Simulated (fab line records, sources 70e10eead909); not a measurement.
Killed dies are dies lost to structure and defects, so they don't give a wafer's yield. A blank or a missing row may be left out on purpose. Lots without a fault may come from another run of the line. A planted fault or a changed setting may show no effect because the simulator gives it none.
fab line records | flow nand_harc
record lots=12 wafers=36 last_day=33
route steps=1302 shown A_STAIRCASE@684 END@1302
lots that met no fault: from a run of the same line without faults
start_h: hours from the record's first day to the start of the lot's first wafer shown | wait_h: hours since the lot's step before | " the same as in the row above | L1.1+2: a row that stands for several wafers | - no value, or no start given | * or withheld: withheld | < > ~ a bound
route shown NAME@n: a module of which the file shows steps, and the number in the route of the first | usual: mean/standard deviation of fault-free wafers | same: alike in all rows | chamber/n: place in a boat | sites: the reading at each site | _std_site: their standard deviation | _edge_site: outer sites' mean less inner sites' | radius_mm: how far each site lies from the wafer's centre | mask NAME#n: copy n | behind: the tool/chamber that last shaped the wafer | hold: why the lot was held/for how many hours/how that ended | device: the transistor (n, p or np) that didn't switch | end of line: the same wafers' tests at the end of the route | a step without rows: its recipe alone | killed: dies lost to structure and defects at the first sort, not the wafer's yield | map: a wafer's dies, x killed, . not, _ none there
set.NAME: the setting as run; set.NAME@STEP: as run at that earlier step | model.NAME: the simulator's own value behind a step, which no gauge read
steps of the route over a sample of lots; a table a step, a row a wafer
services: from which hour (start_h, from the record's first day; less than 0 if before it) a tool's chamber was out of use, for how many hours, and why
## steps
# step NHARC_A_STAIRCASE_ETCH_27
# recipe target_depth_a=1000 time_s=40.5 ion_energy_ev=400 c4f8_flow_sccm=20 o2_flow_sccm=10 ar_flow_sccm=withheld rf_w=600 bias_w=1000 chemistry=C4F8/O2
# usual bias_w=1000/3.1 chamber_pressure_mTorr=25.001/0.022 oes_product_au=0.941/0.0091 rf_vpp_V=893/4
# columns lot.wafer tool chamber start_h wait_h bias_w chamber_pressure_mTorr oes_product_au rf_hours_counter_h rf_vpp_V
L667.2 rie_diel-01 2 - - 998 24.997 0.948 34 889
L667.5 " 0 " " 1001 25.001 0.935 - 894
L667.4 " 3 " " 1002 24.987 0.938 - 891
L670.1 rie_diel-09 1 - - 1000 25.066 0.937 19 890
L670.2 " 3 " " 994 24.991 0.930 10 901
L670.4 " 1 " " 998 24.986 0.933 - 889
L669.3 rie_diel-06 1 - - 1000 25.013 0.939 33 899
L669.4 " 3 " " 1004 25.046 0.937 36 891
L669.5 " 0 " " 1000 24.968 0.947 - 893
L672.3 rie_diel-01 1 - - 1002 24.990 0.964 11 898
L672.5 " 0 " " 999 25.015 0.955 - 894
L672.6 " 1 " " 997 24.982 0.956 - 900
L673.3 rie_diel-01 1 - - 997 25.001 0.951 12 900
L673.1 " 3 " " 999 25.027 0.947 15 889
L673.5 " 2 " " 1001 25.002 0.943 - 888
L675.2 rie_diel-06 3 - - 1001 25.005 0.944 53 890
L675.6 " 0 " " 997 25.008 0.948 - 893
L675.5 " 1 " " 1005 24.994 0.959 - 899
L677.3 rie_diel-01 0 - - 1000 24.987 0.940 27 893
L677.4 " 1 " " 1003 24.995 0.940 - 899
L677.5 " 2 " " 1003 25.010 0.941 - 889
L679.3 rie_diel-06 2 - - 999 25.022 0.935 61 895
L679.4 " 0 " " 1001 25.039 0.945 62 894
L679.2 " 1 " " 1004 25.040 0.948 62 900
L678.2 rie_diel-09 2 - - 998 24.992 0.935 53 898
L678.6 " 0 " " 1006 24.952 0.944 - 889
L678.5 " 1 " " 998 25.024 0.944 - 889
L685.3 rie_diel-01 1 - - 1004 25.018 0.949 49 898
L685.2 " 0 " " 1003 24.960 0.939 49 894
L685.4 " 3 " " 997 25.006 0.957 - 887
L686.2 rie_diel-01 1 - - 996 24.983 0.944 1 897
L686.4 " 0 " " 1001 24.992 0.937 - 892
L686.5 " 2 " " 1001 24.981 0.949 - 888
L688.3 rie_diel-01 0 - - 996 24.994 0.948 3 892
L688.1 " 1 " " 998 24.972 0.945 3 898
L688.6 " 2 " " 1000 25.019 0.941 - 888
# step NHARC_A_STAIRCASE_STRIP_175
# recipe power_w=1500 temp_c=250 chemistry=O2
# usual drypump_motor_current_A=6.0/0.43 heater_power_w=308/27
# columns lot.wafer tool chamber start_h wait_h drypump_motor_current_A heater_power_w rf_hours_counter_h
L667.2 plasma_asher-01 0 360.91 0.1 5.7 316 2
L667.4 " 0 " " 5.7 310 -
L667.5 " 0 " " 5.7 311 -
L670.1 plasma_asher-01 1 386.03 0.1 5.5 264 6
L670.2 " 0 " " 5.7 310 6
L670.4 " 1 " " 5.4 272 -
L669.3 plasma_asher-02 1 389.31 0.2 6.4 330 -
L669.4 " 0 " " 6.5 324 -
L669.5 " 1 " " 6.4 326 -
L672.3 plasma_asher-02 0 425.40 0.2 6.5 315 -
L672.5 " 1 " " 6.4 316 -
L672.6 " 0 " " 6.4 312 -
L673.1 plasma_asher-01 0 430.15 0.1 5.7 313 17
L673.3 " 0 " " 5.7 314 -
L673.5 " 0 " " 5.7 315 -
L675.2 plasma_asher-02 1 450.41 0.1 6.4 311 4
L675.6 " 0 " " 6.5 342 -
L675.5 " 1 " " 6.4 318 -
L677.4 plasma_asher-01 0 462.64 0.2 5.7 311 -
L677.3 " 1 " " 5.5 268 -
L677.5 " 1 " " 5.5 267 -
L679.2 plasma_asher-01 0 476.62 0.1 5.7 320 29
L679.4 " 1 " " 5.5 272 -
L679.3 " 0 " " 5.7 313 -
L678.2 plasma_asher-02 1 476.69 0.1 6.4 305 9
L678.5 " 1 " " 6.4 301 -
L678.6 " 0 " " 6.4 337 -
L685.2 plasma_asher-02 0 546.30 0.1 6.5 341 24
L685.3 " 0 " " 6.5 341 -
L685.4 " 1 " " 6.4 310 -
L686.2 plasma_asher-01 0 570.01 0.1 5.7 320 9
L686.4 " 1 " " 5.5 264 -
L686.5 " 0 " " 5.7 324 -
L688.1 plasma_asher-01 1 575.80 0.1 5.4 262 11
L688.3 " 1 " " 5.5 261 -
L688.6 " 0 " " 5.7 318 -
# step NHARC_A_STAIRCASE_DESCUM_186
# recipe time_s=3 o2_flow_sccm=200 ar_flow_sccm=0 bias_power_w=0 chemistry=O2
# usual chamber_pressure_mTorr=59.99/0.054 drypump_motor_current_A=5.6/0.4 o2_flow_sccm=199.9/0.6 oes_product_au=1.002/0.0072 rf_vpp_V=57.8/0.88 showerhead_plenum_p_Torr=1.88/0.059 throttle_valve_pct=11.311/0.0093
# columns lot.wafer tool chamber start_h wait_h chamber_pressure_mTorr drypump_motor_current_A o2_flow_sccm oes_product_au rf_hours_counter_h rf_vpp_V showerhead_plenum_p_Torr throttle_valve_pct
L667.4 rie_diel-06 1 362.25 - 60.03 5.8 199.7 1.016 22 58.3 1.97 11.315
L667.2 " 0 " " 59.98 5.8 199.4 1.018 24 57.8 1.88 11.325
L667.5 " 2 " " 59.99 5.0 199.3 1.009 - 57.5 1.93 11.316
L670.1 rie_diel-06 2 387.43 - 60.05 5.1 199.7 0.990 34 58.5 1.93 11.295
L670.2 " 3 " " 59.93 5.9 199.2 0.993 35 57.1 1.83 11.316
L670.4 " 1 " " 60.01 5.8 199.7 1.001 32 59.7 1.97 11.301
L669.4 rie_diel-06 3 390.74 - 59.91 5.9 199.8 0.999 37 56.9 1.83 11.311
L669.3 " 0 " " 59.96 5.8 200.1 1.004 34 57.9 1.88 11.304
L669.5 " 2 " " 60.12 5.1 199.6 1.010 - 57.8 1.93 11.305
L672.3 rie_diel-06 0 426.77 - 59.99 5.7 199.2 1.000 47 57.9 1.88 11.313
L672.6 " 0 " " 59.92 5.7 200.2 1.014 - 58.1 1.88 11.320
L672.5 " 1 " " 60.02 5.8 200.7 1.007 - 56.7 1.96 11.306
L673.1 rie_diel-01 3 431.53 - 59.93 5.3 200.0 1.002 15 58.2 1.81 11.323
L673.3 " 2 " " 60.06 5.9 200.1 0.999 13 57.0 1.80 11.315
L673.5 " 0 " " 59.91 5.7 199.8 0.999 - 57.9 1.87 11.310
L675.2 rie_diel-06 2 451.89 - 59.99 5.0 199.5 1.003 51 55.9 1.92 11.303
L675.6 " 1 " " 60.08 5.8 199.9 1.018 - 58.2 1.96 11.306
L675.5 " 2 " " 60.11 5.0 200.0 0.997 - 58.4 1.92 11.308
L677.4 rie_diel-06 3 464.05 - 59.93 5.9 198.8 1.005 57 56.7 1.83 11.281
L677.3 " 0 " " 59.95 5.8 199.5 1.009 57 56.1 1.87 11.313
L677.5 " 0 " " 59.98 5.7 200.0 0.999 - 57.5 1.87 11.310
L679.3 rie_diel-01 0 477.97 - 59.99 5.7 200.9 0.988 30 58.6 1.87 11.313
L679.4 " 2 " " 60.06 5.9 199.8 0.980 26 57.8 1.80 11.306
L679.2 " 3 " " 59.99 5.2 200.2 0.996 29 57.2 1.80 11.298
L678.2 rie_diel-06 2 478.20 - 60.01 5.0 199.9 0.993 61 58.2 1.92 11.314
L678.5 " 2 " " 60.08 5.0 201.0 1.001 - 57.2 1.92 11.309
L678.6 " 3 " " 59.93 5.9 198.6 0.994 - 59.0 1.82 11.305
L685.4 rie_diel-06 0 547.92 - 59.97 5.7 199.5 1.007 21 57.9 1.86 11.321
L685.3 " 2 " " 59.96 5.0 198.6 0.999 19 57.7 1.91 11.317
L685.2 " 3 " " 60.00 5.9 200.2 1.004 14 57.1 1.82 11.300
L686.4 rie_diel-06 2 571.50 - 59.94 5.0 200.3 1.007 24 58.8 1.91 11.319
L686.2 " 3 " " 59.94 5.9 199.3 1.007 20 58.8 1.82 11.318
L686.5 " 0 " " 60.00 5.8 199.3 0.999 - 56.9 1.86 11.290
L688.3 rie_diel-06 2 577.21 - 60.02 5.0 200.0 1.005 26 57.0 1.91 11.323
L688.1 " 0 " " 60.05 5.7 200.2 1.005 27 57.4 1.86 11.322
L688.6 " 1 " " 59.92 5.8 200.5 1.014 - 60.0 1.95 11.319
# step NHARC_A_STAIRCASE_ETCH_188
# recipe target_depth_a=1000 time_s=40.5 ion_energy_ev=400 c4f8_flow_sccm=20 o2_flow_sccm=10 ar_flow_sccm=withheld rf_w=600 bias_w=1000 chemistry=C4F8/O2
# usual bias_w=1000/3 chamber_pressure_mTorr=25.001/0.024 oes_product_au=0.943/0.014 rf_vpp_V=894/3.9
# columns lot.wafer tool chamber start_h wait_h bias_w chamber_pressure_mTorr oes_product_au rf_hours_counter_h rf_vpp_V
L667.2 rie_diel-06 3 362.59 - 1000 25.023 0.934 28 893
L667.4 " 0 " " 1000 24.952 0.937 24 895
L667.5 " 3 " " 999 25.024 0.940 - 891
L670.4 rie_diel-06 2 387.85 - 1006 24.954 0.922 35 896
L670.2 " 0 " " 1000 25.011 0.924 33 895
L670.1 " 1 " " 1003 24.989 0.940 32 900
L669.4 rie_diel-06 1 391.19 - 1000 25.023 0.938 34 899
L669.3 " 3 " " 996 25.023 0.915 37 891
L669.5 " 2 " " 1000 24.985 0.933 - 896
L672.3 rie_diel-06 0 427.02 - 1002 25.006 0.950 48 894
L672.5 " 2 " " 1001 24.983 0.961 - 898
L672.6 " 3 " " 1002 25.008 0.958 - 889
L673.3 rie_diel-01 0 431.78 - 1003 24.983 0.939 14 894
L673.1 " 1 " " 1004 25.024 0.938 12 900
L673.5 " 3 " " 1005 25.011 0.931 - 888
L675.2 rie_diel-06 2 452.13 - - - - - -
L675.5 " 0 " " - - - - -
L675.6 " 1 " " - - - - -
L677.3 rie_diel-06 3 464.30 - - - - - -
L677.4 " 0 " " - - - - -
L677.5 " 2 " " - - - - -
L679.3 rie_diel-01 3 478.21 - 999 24.996 0.967 29 890
L679.4 " 0 " " 997 25.017 0.947 30 895
L679.2 " 1 " " 1000 25.001 0.945 27 898
L678.2 rie_diel-06 2 478.45 - 999 25.000 0.941 61 896
L678.5 " 1 " " 1001 24.990 0.958 - 899
L678.6 " 2 " " 1005 24.992 0.945 - 895
L685.4 rie_diel-06 2 548.16 - 1002 24.970 0.952 19 898
L685.2 " 3 " " 1002 25.010 0.966 14 891
L685.3 " 1 " " 1000 25.016 0.963 20 898
L686.4 rie_diel-06 3 571.73 - 995 24.965 0.944 20 889
L686.2 " 0 " " 994 24.994 0.932 26 894
L686.5 " 1 " " 1001 25.014 0.935 - 898
L688.3 rie_diel-06 2 577.45 - 1003 24.995 0.952 26 895
L688.1 " 3 " " 998 24.948 0.963 22 890
L688.6 " 2 " " 1003 24.969 0.950 - 895
# step NHARC_END_SORT_01
# recipe temp_c=25
# usual killed_at_array=59/17 killed_at_other=0.7/0.9 killed_at_periphery=3.6/2.3 killed_dies=63/18 killed_open=3.4/1.9 killed_short=2.6/1.7
# same gross_dies=677
# columns lot.wafer tool chamber start_h wait_h killed_at_array killed_at_other killed_at_periphery killed_dies killed_open killed_short
L675.2 prober-02 0 652.99 2.8 673 1 3 677 2 1
L675.5 prober-02 0 655.36 3.7 671 3 3 677 5 3
L675.6 prober-02 0 656.15 4.0 673 1 3 677 3 2
L677.3 prober-01 0 684.30 3.1 673 0 4 677 3 3
L677.4 prober-01 0 685.10 3.4 673 0 4 677 5 4
L677.5 prober-01 0 685.89 3.7 677 0 0 677 2 4
L678.2 prober-01 0 691.29 2.8 71 1 4 76 3 1
L678.5 prober-01 0 693.72 3.7 62 0 8 70 4 5
L678.6 prober-01 0 694.53 4.0 55 0 4 59 2 2
L679.2 prober-02 0 692.57 2.8 70 0 3 73 5 2
L679.3 prober-02 0 693.36 3.1 79 1 7 87 5 2
L679.4 prober-02 0 694.16 3.4 71 0 9 80 3 5
L686.2 prober-02 0 784.24 2.8 37 1 2 40 2 6
L686.4 prober-02 0 785.82 3.4 31 2 1 34 5 3
L686.5 prober-02 0 786.61 3.7 33 3 1 37 4 1
L688.1 prober-01 0 791.19 2.5 29 3 4 36 7 2
L688.3 prober-01 0 792.79 3.1 32 2 4 38 7 2
L688.6 prober-01 0 795.20 4.0 35 1 3 39 1 3
# killed by level:class
L675.2 A_STAIRCASE:area_etch=633 A_CHANNEL_HOLE_D2:chamber_film_flake=19 A_CHANNEL_HOLE_D1:chamber_film_flake=7 A_STAIRCASE:chamber_film_flake=6 A_CONTACT:chamber_film_flake=2 A_CHANNEL_FILL_D1:geometric_particle:open=1 A_ONON_D2:geometric_particle:open=1 A_ONON_D2:geometric_particle:short=1
L675.5 A_STAIRCASE:area_etch=639 A_CHANNEL_HOLE_D2:chamber_film_flake=12 A_CONTACT:chamber_film_flake=5 A_CHANNEL_HOLE_D1:chamber_film_flake=3 THIN_TSV:chamber_film_flake=3 A_STAIRCASE:chamber_film_flake=2 A_SLIT:chamber_film_flake=2 P_M0:geometric_particle:short=1
L675.6 A_STAIRCASE:area_etch=640 A_CHANNEL_HOLE_D2:chamber_film_flake=14 A_CHANNEL_HOLE_D1:chamber_film_flake=5 A_CONTACT:chamber_film_flake=4 P_ZERO_WELL:chamber_film_flake=3 A_CHANNEL_FILL_D2:geometric_particle:open=2 A_STAIRCASE:chamber_film_flake=2 A_STAIRCASE:geometric_particle:short=1
L677.3 A_STAIRCASE:area_etch=630 A_CHANNEL_HOLE_D1:chamber_film_flake=27 A_CONTACT:chamber_film_flake=6 A_SLIT:chamber_film_flake=3 A_CHANNEL_HOLE_D2:unspecified=2 P_STI:geometric_particle:short=1 P_CONTACT:geometric_particle:open=1 P_M0:geometric_particle:open=1
L677.4 A_STAIRCASE:area_etch=615 A_CHANNEL_HOLE_D1:chamber_film_flake=35 A_CONTACT:chamber_film_flake=11 A_ONON_D1:geometric_particle:open=2 A_M0:geometric_particle:short=2 A_ZERO_WELL:chamber_film_flake=2 P_GATE:geometric_particle:open=1 P_CONTACT:geometric_particle:open=1
L677.5 A_STAIRCASE:area_etch=618 A_CHANNEL_HOLE_D1:chamber_film_flake=32 A_CHANNEL_HOLE_D2:chamber_film_flake=5 A_STAIRCASE:chamber_film_flake=4 A_SLIT:chamber_film_flake=4 A_CONTACT:chamber_film_flake=4 A_ONON_D2:geometric_particle:short=2 A_CHANNEL_HOLE_D2:unspecified=2
L678.2 A_SLIT:chamber_film_flake=30 A_CHANNEL_HOLE_D2:chamber_film_flake=17 A_STAIRCASE:chamber_film_flake=6 A_CONTACT:chamber_film_flake=6 A_CHANNEL_HOLE_D1:chamber_film_flake=5 P_M1:chamber_film_flake=2 A_CHANNEL_FILL_D2:chamber_film_flake=2 A_WL_FILL:chamber_film_flake=2
L679.2 A_CHANNEL_HOLE_D1:chamber_film_flake=35 A_CHANNEL_HOLE_D2:chamber_film_flake=20 A_STAIRCASE:chamber_film_flake=5 A_CONTACT:chamber_film_flake=4 A_CHANNEL_FILL_D1:geometric_particle:short=2 P_GATE:geometric_particle:open=1 P_M1:geometric_particle:open=1 A_DECK1_JOINT:geometric_particle:open=1
L679.3 A_CHANNEL_HOLE_D1:chamber_film_flake=36 A_CHANNEL_HOLE_D2:chamber_film_flake=21 A_STAIRCASE:chamber_film_flake=5 A_WL_FILL:chamber_film_flake=5 P_STI:chamber_film_flake=3 A_CONTACT:chamber_film_flake=3 A_CONTACT:geometric_particle:open=2 A_CHANNEL_FILL_D2:chamber_film_flake=2
L678.5 A_SLIT:chamber_film_flake=21 A_CHANNEL_HOLE_D2:chamber_film_flake=15 A_STAIRCASE:chamber_film_flake=10 A_CHANNEL_HOLE_D1:chamber_film_flake=3 A_CONTACT:chamber_film_flake=3 A_WL_FILL:chamber_film_flake=3 P_M0:geometric_particle:short=2 P_ZERO_WELL:chamber_film_flake=2
L679.4 A_CHANNEL_HOLE_D1:chamber_film_flake=31 A_CHANNEL_HOLE_D2:chamber_film_flake=17 A_STAIRCASE:chamber_film_flake=8 A_CONTACT:chamber_film_flake=6 A_WL_FILL:chamber_film_flake=4 P_CONTACT:geometric_particle:short=2 P_M0:geometric_particle:open=2 A_WL_FILL:geometric_particle:short=2
L678.6 A_SLIT:chamber_film_flake=26 A_CHANNEL_HOLE_D2:chamber_film_flake=9 A_STAIRCASE:chamber_film_flake=7 A_CHANNEL_HOLE_D1:chamber_film_flake=3 A_CONTACT:chamber_film_flake=3 A_DECK1_JOINT:chamber_film_flake=2 A_WL_FILL:chamber_film_flake=2 P_M0:geometric_particle:open=1
L686.2 A_CHANNEL_HOLE_D1:chamber_film_flake=12 A_SLIT:chamber_film_flake=8 A_STAIRCASE:chamber_film_flake=6 A_CHANNEL_FILL_D1:chamber_film_flake=2 A_CONTACT:chamber_film_flake=2 A_CHANNEL_FILL_D1:geometric_particle:open=1 A_DECK1_JOINT:geometric_particle:short=1 A_DECK1_JOINT:geometric_particle:open=1
L686.4 A_CHANNEL_HOLE_D1:chamber_film_flake=14 A_SLIT:chamber_film_flake=5 A_STAIRCASE:chamber_film_flake=3 THIN_TSV:chamber_film_flake=2 P_GATE:geometric_particle:short=1 A_DECK1_JOINT:geometric_particle:short=1 A_ONON_D1:geometric_particle:short=1 A_CHANNEL_FILL_D1:geometric_particle:open=1
L686.5 A_CHANNEL_HOLE_D1:chamber_film_flake=16 A_SLIT:chamber_film_flake=5 A_STAIRCASE:chamber_film_flake=3 A_M0:geometric_particle:open=2 THIN_TSV:chamber_film_flake=2 A_CHANNEL_HOLE_D2:geometric_particle:open=1 A_WL_FILL:geometric_particle:open=1 STARTING-WAFER:geometric_particle:short=1
L688.1 A_CHANNEL_HOLE_D1:chamber_film_flake=15 THIN_TSV:chamber_film_flake=3 A_CHANNEL_FILL_D1:chamber_film_flake=2 A_SLIT:chamber_film_flake=2 P_CONTACT:geometric_particle:open=1 P_M1:geometric_particle:short=1 A_CHANNEL_FILL_D1:geometric_particle:open=1 A_DECK1_JOINT:geometric_particle:open=1
L688.3 A_CHANNEL_HOLE_D1:chamber_film_flake=16 A_SLIT:chamber_film_flake=5 A_M0:geometric_particle:open=2 A_CONTACT:chamber_film_flake=2 THIN_TSV:chamber_film_flake=2 P_CONTACT:geometric_particle:short=1 P_M0:geometric_particle:open=1 A_SOURCE_PLATE:geometric_particle:open=1
L688.6 A_CHANNEL_HOLE_D1:chamber_film_flake=19 A_SLIT:chamber_film_flake=9 A_ONON_D2:geometric_particle:short=2 P_GATE:chamber_film_flake=2 A_CHANNEL_HOLE_D2:chamber_film_flake=2 A_CHANNEL_FILL_D2:geometric_particle:open=1 P_STI:chamber_film_flake=1 STARTING-WAFER:geometric_particle:short=1
## services
# columns tool chamber start_h hours kind
rie_diel-06 0 340.74 - clean
rie_diel-06 1 340.74 - clean
rie_diel-06 2 340.74 - clean
plasma_asher-01 - 342.00 9.0 pm
rie_diel-01 2 348.93 9.0 repair
rie_diel-01 1 359.08 9.7 repair
rie_diel-09 0 380.91 7.5 repair
rie_diel-01 - 381.23 9.0 pm
plasma_asher-02 - 391.74 5.4 repair
rie_diel-06 0 421.50 4.5 repair
plasma_asher-02 - 426.07 9.0 pm
rie_diel-09 2 450.40 4.0 repair
rie_diel-09 0 452.41 12.4 repair
rie_diel-06 - 484.20 9.0 pm
rie_diel-09 0 485.52 4.6 repair
rie_diel-09 - 499.32 9.0 pm
rie_diel-06 - 505.03 0.9 repair
plasma_asher-01 - 519.00 9.0 pm
rie_diel-01 0 534.48 5.9 repair
rie_diel-01 3 553.19 17.0 repair
rie_diel-06 2 553.95 8.9 repair
rie_diel-01 - 558.35 9.0 pm
rie_diel-09 1 567.42 1.8 repair
rie_diel-01 3 573.93 2.5 repair
## key
first_sign step=NHARC_A_STAIRCASE_ETCH_188 reading=tool_record direction=missing
effect step=NHARC_END_SORT_01 reading=killed_at_array direction=up sigmas=36 usual=59 struck=673
more_kills_born_at NHARC_A_STAIRCASE_ETCH_188@rie_diel-06=3771
met_at NHARC_A_STAIRCASE_ETCH_188
struck_lots L675,L677
later_rows_left_out L675.2,L675.5,L675.6,L677.3,L677.4,L677.5
tester_left_out L675,L677
not_acting_at NHARC_A_STAIRCASE_ETCH_27,NHARC_A_STAIRCASE_STRIP_175,NHARC_A_STAIRCASE_DESCUM_186
onset_between 427.02 452.13
fault kind=skipped_step_whole tool=rie_diel-06 chamber=- onset_h=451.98 steps=NHARC_A_STAIRCASE_ETCH_188 scope=struck_lots_only
# tester_left_out: of these lots the tester's yield and bins aren't shown, on N5 and GAA mostly nor the transistor test; their killed dies are dies lost to structure and defects alone, not to doping, threshold or leakage, so they don't give the yield
# later_rows_left_out: the simulator's readings of these wafers behind a module that went badly wrong aren't trusted and aren't shown, but for the sort
